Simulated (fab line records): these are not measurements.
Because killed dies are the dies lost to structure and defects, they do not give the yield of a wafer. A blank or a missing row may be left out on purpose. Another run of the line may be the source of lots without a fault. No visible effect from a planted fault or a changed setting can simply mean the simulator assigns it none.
Matching of chambers | flow n5 finfet | rie diel-02 running N5_BEOL_M0_SAQP_DESCUM_45: 4 sister chambers
The step chemistry O2, time 7 s. 4 wafers are shown with their chamber, then 10 later ones without.

== EACH WAFER AND ITS CHAMBER ==
wafer  | chamber | showerhead plenum p Torr (Torr)
L076.6 | 3       | 2.01
L089.2 | 0       | 2.09
L091.1 | 1       | 2.01
L091.3 | 2       | 2.19

== WAFERS WITHOUT THEIR CHAMBER ==
wafer  | showerhead plenum p Torr (Torr)
L091.6 | 2.18
L095.1 | 2.09
L095.3 | 2.00
L095.6 | 2.00
L096.2 | 2.00
L096.3 | 2.00
L096.5 | 2.09
L097.1 | 2.00
L097.2 | 2.09
L097.3 | 2.00

== WHICH CHAMBER EACH ONE RAN IN ==
wafer  | from the rows above     | in truth
L091.6 | 2                       | 2
L095.1 | 0                       | 0
L095.3 | can't be placed: 1 or 3 | 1
L095.6 | can't be placed: 1 or 3 | 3
L096.2 | can't be placed: 1 or 3 | 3
L096.3 | can't be placed: 1 or 3 | 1
L096.5 | 0                       | 0
L097.1 | can't be placed: 1 or 3 | 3
L097.2 | 0                       | 0
L097.3 | can't be placed: 1 or 3 | 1
Correct placement for 4 of the 10. These rows do not allow placing 6 (true chamber among the candidates in 6). Number placed wrongly: 0.
How it was worked out, from the rows above alone: a wafer's distance from a chamber is the root of the sum, over the readings, of the square of ((its reading less the chamber's mean) divided by the reading's scatter). If the next closest chamber is less than 2 further off than the closest, the wafer can't be placed; otherwise it belongs to the closest. The mean given for a chamber averages the wafers shown for that chamber. The scatter: with one shown wafer a chamber, the root of the mean of the squares of how far each hidden wafer lies from its nearest shown one.
